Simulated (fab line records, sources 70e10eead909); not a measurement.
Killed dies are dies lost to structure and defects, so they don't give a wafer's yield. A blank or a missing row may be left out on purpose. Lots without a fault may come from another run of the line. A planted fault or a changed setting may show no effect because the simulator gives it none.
fab line records | flow nand_harc
record lots=13 wafers=39 last_day=32
route steps=1302 shown P_CONTACT@218 A_BONDPAD@1218 END@1302
lots that met no fault: from a run of the same line without faults
start_h: hours from the record's first day to the start of the lot's first wafer shown | wait_h: hours since the lot's step before | " the same as in the row above | L1.1+2: a row that stands for several wafers | - no value, or no start given | * or withheld: withheld | < > ~ a bound
route shown NAME@n: a module of which the file shows steps, and the number in the route of the first | usual: mean/standard deviation of fault-free wafers | same: alike in all rows | chamber/n: place in a boat | sites: the reading at each site | _std_site: their standard deviation | _edge_site: outer sites' mean less inner sites' | radius_mm: how far each site lies from the wafer's centre | mask NAME#n: copy n | behind: the tool/chamber that last shaped the wafer | hold: why the lot was held/for how many hours/how that ended | device: the transistor (n, p or np) that didn't switch | end of line: the same wafers' tests at the end of the route | a step without rows: its recipe alone | killed: dies lost to structure and defects at the first sort, not the wafer's yield | map: a wafer's dies, x killed, . not, _ none there
set.NAME: the setting as run; set.NAME@STEP: as run at that earlier step | model.NAME: the simulator's own value behind a step, which no gauge read
steps of the route over a sample of lots; a table a step, a row a wafer
services: from which hour (start_h, from the record's first day; less than 0 if before it) a tool's chamber was out of use, for how many hours, and why
## steps
# step NHARC_P_CONTACT_DEP_00
# recipe target_thk_a=5000 temp_c=400 pressure_torr=6.5 rf_w=900 teos_flow_sccm=161.4 flow_sccm=2650 target_thk_nm=500 gas=O2 material=SiO2
# usual heater_power_w=577/110 throttle_valve_pct=15.6/0.47
# columns lot.wafer tool chamber start_h wait_h heater_power_w throttle_valve_pct
L750.2 pecvd-04 2 122.22 - 828 15.0
L750.3 " 0 " " 411 16.2
L750.4 " 2 " " 630 14.7
L751.2 pecvd-02 0 123.15 - 500 15.9
L751.5 " 0 " " 498 15.7
L751.6 " 1 " " 675 15.5
L752.2 pecvd-02 1 133.33 - 619 15.7
L752.3 " 0 " " 473 15.5
L752.6 " 0 " " 491 15.3
L753.3 pecvd-04 0 149.76 - 547 16.3
L753.2 " 1 " " 550 15.7
L753.4 " 2 " " 687 15.0
L754.3 pecvd-04 0 150.57 - 423 16.3
L754.6 " 0 " " 466 16.2
L754.4 " 2 " " 752 15.0
L755.1 pecvd-04 1 161.52 - 488 15.7
L755.3 " 2 " " 822 14.9
L755.6 " 2 " " 639 14.9
L757.3 pecvd-02 2 184.69 - 589 16.3
L757.1 " 0 " " 467 15.7
L757.5 " 1 " " 632 15.9
L758.2 pecvd-04 0 195.23 - 528 16.7
L758.4 " 1 " " 512 15.8
L758.5 " 0 " " 534 16.3
L759.1 pecvd-04 2 213.10 - 696 15.1
L759.3 " 1 " " 577 15.7
L759.4 " 1 " " 616 15.5
L762.1 pecvd-04 1 234.07 0.3 546 15.9
L762.4 " 1 " " 579 15.7
L762.6 " 2 " " 801 15.1
L770.3 pecvd-02 1 314.82 - 683 15.9
L770.1 " 0 " " 472 15.3
L770.4 " 1 " " 705 15.7
L772.3 pecvd-04 1 327.43 - 514 15.9
L772.6 " 0 " " 441 16.5
L772.5 " 2 " " 690 15.3
L771.2 pecvd-02 1 327.60 - 643 15.5
L771.3 " 2 " " 493 15.5
L771.5 " 0 " " 406 15.3
# step NHARC_A_BONDPAD_DESCUM_11
# recipe time_s=3 o2_flow_sccm=200 ar_flow_sccm=0 bias_power_w=0 chemistry=O2
# usual drypump_motor_current_A=5.6/0.44 oes_product_au=0.997/0.014 rf_vpp_V=57.7/0.91 showerhead_plenum_p_Torr=1.92/0.094 throttle_valve_pct=11.312/0.0094
# same time_s=3
# columns lot.wafer tool chamber start_h wait_h drypump_motor_current_A oes_product_au rf_hours_counter_h rf_vpp_V showerhead_plenum_p_Torr throttle_valve_pct
L751.2 rie_diel-11 2 537.79 - 5.9 0.994 29 57.9 1.89 11.316
L751.5 " 0 " " 4.7 1.012 - 57.7 1.86 11.300
L751.6 " 1 " " 4.9 0.970 - 57.0 2.07 11.308
L750.4 rie_diel-04 2 545.76 - 6.1 1.014 1 59.7 2.03 11.305
L750.2 " 0 " " 5.5 1.012 1 56.9 1.99 11.336
L750.3 " 1 " " 5.9 1.008 1 56.6 1.88 11.323
L752.2 rie_diel-05 3 552.63 - 5.0 1.000 4 58.9 1.82 11.336
L752.3 " 0 " " 6.0 1.003 3 57.9 2.06 11.306
L752.6 " 3 " " 5.0 1.012 - 57.2 1.82 11.301
L755.3 rie_diel-05 3 559.47 - 5.0 0.994 4 57.6 1.82 11.302
L755.1 " 0 " " 6.0 0.987 3 58.9 2.06 11.332
L755.6 " 2 " " 6.0 0.999 - 58.7 1.95 11.318
L753.3 rie_diel-05 0 561.41 - 6.0 0.999 3 57.2 2.06 11.302
L753.4 " 1 " " 5.3 1.012 4 57.6 1.81 11.312
L753.2 " 3 " " 5.0 1.014 4 57.9 1.82 11.321
L754.4 rie_diel-04 1 567.04 - 6.0 1.006 6 56.7 1.87 11.304
L754.3 " 3 " " 5.2 0.982 4 58.6 1.85 11.319
L754.6 " 1 " " 6.0 1.013 - 57.3 1.87 11.332
L757.1 rie_diel-04 3 592.35 - 5.2 0.991 9 56.8 1.85 11.312
L757.3 " 0 " " 5.5 0.999 10 58.2 1.98 11.323
L757.5 " 1 " " 5.9 1.019 - 58.3 1.87 11.300
L758.2 rie_diel-05 2 608.85 - 5.9 0.998 1 56.9 1.95 11.314
L758.4 " 3 " " 5.0 0.993 1 56.0 1.82 11.310
L758.5 " 2 " " 5.9 0.997 - 56.6 1.95 11.304
L759.4 rie_diel-11 1 620.83 - 4.9 0.984 0 57.8 2.06 11.317
L759.3 " 2 " " 5.9 1.015 0 58.5 1.88 11.320
L759.1 " 3 " " 5.5 1.005 0 56.9 1.85 11.311
L762.4 rie_diel-05 0 651.30 - 6.1 0.993 1 57.1 2.06 11.314
L762.1 " 1 " " 5.3 0.991 1 56.5 1.81 11.310
L762.6 " 2 " " 6.0 1.003 - 59.4 1.95 11.315
L771.3 rie_diel-05 2 727.30 - 5.9 1.005 3 58.0 1.95 11.302
L771.2 " 0 " " 6.0 0.998 3 58.5 2.06 11.306
L771.5 " 2 " " 5.9 1.007 - 57.4 1.95 11.319
L770.4 rie_diel-04 3 729.17 - 5.2 1.019 1 58.3 1.84 11.318
L770.3 " 0 " " 5.5 0.990 1 59.1 1.97 11.307
L770.1 " 1 " " 6.0 1.023 1 57.7 1.87 11.299
L772.3 rie_diel-04 3 731.61 - 5.2 1.012 1 58.0 1.84 11.304
L772.6 " 0 " " 5.5 0.997 - 59.0 1.97 11.301
L772.5 " 1 " " 6.0 1.013 - 58.7 1.86 11.294
# step NHARC_A_BONDPAD_CD_MEAS_13
# usual cd_nm=499.0/2.6
# columns lot.wafer tool chamber start_h wait_h cd_nm
L751.2 cd_sem-03 - 538.09 - 500.5
L751.5 " - " " 499.1
L751.6 " - " " 500.5
L750.2 cd_sem-02 - 546.07 - 500.6
L750.3 " - " " 502.3
L750.4 " - " " 501.0
L752.2 cd_sem-01 - 552.94 - 500.2
L752.3 " - " " 503.3
L752.6 " - " " 499.6
L755.1 cd_sem-02 - 559.78 - 494.8
L755.3 " - " " 496.1
L755.6 " - " " 498.1
L753.2 cd_sem-02 - 561.73 - 496.7
L753.3 " - " " 497.8
L753.4 " - " " 495.6
L754.3 cd_sem-03 - 567.37 - 499.8
L754.4 " - " " 496.2
L754.6 " - " " 492.1
L757.1 cd_sem-01 - 592.65 - 499.4
L757.3 " - " " 496.4
L757.5 " - " " 498.4
L758.2 cd_sem-01 - 609.16 - 504.1
L758.4 " - " " 502.4
L758.5 " - " " 501.3
L759.1 cd_sem-02 - 621.15 - 499.8
L759.3 " - " " 501.1
L759.4 " - " " 501.0
L762.1 cd_sem-03 - 651.60 - 500.5
L762.4 " - " " 496.9
L762.6 " - " " 499.0
L771.2 cd_sem-01 - 727.62 - 503.6
L771.3 " - " " 501.4
L771.5 " - " " 499.2
L770.1 cd_sem-03 - 729.47 - 499.5
L770.3 " - " " 496.7
L770.4 " - " " 500.7
L772.3 cd_sem-03 - 731.91 - 504.9
L772.5 " - " " 498.2
L772.6 " - " " 502.0
# step NHARC_A_BONDPAD_DEGAS_25
# recipe temp_c=300 time_s=60
# usual heater_power_w=504/51
# same time_s=60
# columns lot.wafer tool chamber start_h wait_h heater_power_w
L751.2 pvd_sputter-01 - 538.73 - 535
L751.6 " - " " 468
L751.5 " - " " 532
L750.3 pvd_sputter-02 - 546.70 - 517
L750.2 " - " " 525
L750.4 " - " " 405
L752.2 pvd_sputter-03 - 553.58 - 533
L752.3 " - " " 525
L752.6 " - " " 425
L755.1 pvd_sputter-01 - 560.42 - 520
L755.3 " - " " 465
L755.6 " - " " 529
L753.3 pvd_sputter-03 - 562.36 - 531
L753.4 " - " " 426
L753.2 " - " " 519
L754.4 pvd_sputter-01 - 567.99 - 467
L754.3 " - " " 533
L754.6 " - " " 478
L757.1 pvd_sputter-01 - 593.28 - 513
L757.3 " - " " 492
L757.5 " - " " 543
L758.4 pvd_sputter-02 - 609.80 - 603
L758.2 " - " " 529
L758.5 " - " " 530
L759.3 pvd_sputter-01 - 621.82 - 547
L759.1 " - " " 492
L759.4 " - " " 453
L762.4 pvd_sputter-01 - 652.22 - 547
L762.1 " - " " 515
L762.6 " - " " 509
L771.3 pvd_sputter-02 - 728.24 - 574
L771.2 " - " " 486
L771.5 " - " " 524
L770.3 pvd_sputter-03 - 730.10 - 531
L770.4 " - " " 521
L770.1 " - " " 400
L772.3 pvd_sputter-03 - 732.53 - 510
L772.5 " - " " 535
L772.6 " - " " 508
# step NHARC_END_SORT_01
# recipe temp_c=25
# usual killed_at_array=54/12 killed_at_other=0.7/1.1 killed_at_periphery=3.9/2.8 killed_dies=59/13 killed_open=3.4/2 killed_short=2.5/1.7
# same gross_dies=677
# columns lot.wafer tool chamber start_h wait_h killed_at_array killed_at_other killed_at_periphery killed_dies killed_open killed_short
L759.1 prober-01 0 651.88 2.5 54 3 4 61 5 3
L759.3 prober-01 0 653.47 3.1 50 1 84 135 2 1
L759.4 prober-01 0 654.26 3.4 57 2 84 143 4 0
L762.1 prober-01 0 680.27 2.5 68 0 83 151 6 2
L762.4 prober-01 0 682.69 3.4 80 0 83 163 9 2
L762.6 prober-01 0 684.31 4.0 67 0 1 68 4 0
# killed by level:class
L759.1 A_SLIT:chamber_film_flake=27 A_CHANNEL_HOLE_D2:chamber_film_flake=10 P_BONDPAD:chamber_film_flake=3 A_CHANNEL_HOLE_D1:chamber_film_flake=3 THIN_TSV:chamber_film_flake=3 A_M0:geometric_particle:open=2 A_CHANNEL_FILL_D2:chamber_film_flake=2 A_BONDPAD:chamber_film_flake=2
L759.3 P_CONTACT:unspecified=82 A_SLIT:chamber_film_flake=24 A_CHANNEL_HOLE_D2:chamber_film_flake=13 A_CHANNEL_FILL_D2:chamber_film_flake=3 A_WL_FILL:chamber_film_flake=3 A_BLC:chamber_film_flake=3 P_CONTACT:geometric_particle:open=2 A_CHANNEL_HOLE_D1:chamber_film_flake=2
L759.4 P_CONTACT:unspecified=82 A_SLIT:chamber_film_flake=31 A_CHANNEL_HOLE_D2:chamber_film_flake=12 A_CHANNEL_HOLE_D1:chamber_film_flake=4 A_BLC:chamber_film_flake=4 P_BONDPAD:chamber_film_flake=2 A_ONON_D1:geometric_particle:open=1 A_WL_FILL:geometric_particle:open=1
L762.1 P_CONTACT:unspecified=80 A_SLIT:chamber_film_flake=32 A_CHANNEL_HOLE_D1:chamber_film_flake=25 A_STAIRCASE:chamber_film_flake=5 A_ONON_D2:geometric_particle:open=2 P_M0:geometric_particle:open=1 P_M2:geometric_particle:short=1 P_M2:geometric_particle:open=1
L762.4 P_CONTACT:unspecified=81 A_SLIT:chamber_film_flake=36 A_CHANNEL_HOLE_D1:chamber_film_flake=28 A_STAIRCASE:chamber_film_flake=3 A_CHANNEL_FILL_D2:geometric_particle:open=2 A_SGD_CUT:geometric_particle:open=2 P_ZERO_WELL:chamber_film_flake=2 A_SOURCE_PLATE:geometric_particle:open=1
L762.6 A_SLIT:chamber_film_flake=31 A_CHANNEL_HOLE_D1:chamber_film_flake=23 A_STAIRCASE:chamber_film_flake=4 A_CONTACT:chamber_film_flake=3 A_WL_FILL:chamber_film_flake=2 A_CHANNEL_HOLE_D1:geometric_particle:open=1 A_CHANNEL_FILL_D1:geometric_particle:open=1 A_DECK1_JOINT:geometric_particle:open=1
## services
# columns tool chamber start_h hours kind
pvd_sputter-01 - 115.74 3.3 repair
pvd_sputter-01 - 151.74 0.8 repair
pvd_sputter-01 - 226.07 10.0 pm
rie_diel-05 - 229.60 9.0 pm
pecvd-04 - 269.12 13.0 pm
pvd_sputter-01 - 280.42 4.2 repair
pvd_sputter-01 - 297.18 9.8 repair
rie_diel-05 1 306.42 2.3 repair
pvd_sputter-01 - 404.07 10.0 pm
rie_diel-05 - 406.60 9.0 pm
rie_diel-05 2 433.32 5.8 repair
pecvd-04 - 450.12 13.0 pm
pvd_sputter-01 - 451.61 0.9 repair
rie_diel-05 1 469.06 2.0 repair
pecvd-04 - 501.22 1.2 repair
rie_diel-05 1 521.31 8.0 repair
rie_diel-05 - 557.33 0.3 repair
pvd_sputter-01 - 582.07 10.0 pm
rie_diel-05 - 583.60 9.0 pm
rie_diel-05 0 597.91 2.5 repair
rie_diel-05 0 619.49 15.0 repair
pecvd-04 - 631.20 13.0 pm
rie_diel-05 3 655.11 8.4 repair
pecvd-04 2 687.45 4.8 repair
## key
first_sign step=NHARC_END_SORT_01 reading=killed_at_periphery direction=up sigmas=29 usual=3.9 struck=83.5
effect step=NHARC_END_SORT_01 reading=killed_dies direction=up sigmas=7 usual=59 struck=148
more_kills_born_at NHARC_P_CONTACT_DEP_00@pecvd-04=325
met_at NHARC_P_CONTACT_DEP_00
struck_lots L759,L762
struck_wafers L759.3,L759.4,L762.1,L762.4
tester_left_out L759,L762
not_acting_at NHARC_A_BONDPAD_DESCUM_11,NHARC_A_BONDPAD_CD_MEAS_13,NHARC_A_BONDPAD_DEGAS_25
onset_between 195.23 213.10
fault kind=chamber_particle_source tool=pecvd-04 chamber=1 onset_h=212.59 steps=NHARC_P_CONTACT_DEP_00 rate_per_visit_cm2=0.75253 end_h=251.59
# tester_left_out: of these lots the tester's yield and bins aren't shown, on N5 and GAA mostly nor the transistor test; their killed dies are dies lost to structure and defects alone, not to doping, threshold or leakage, so they don't give the yield
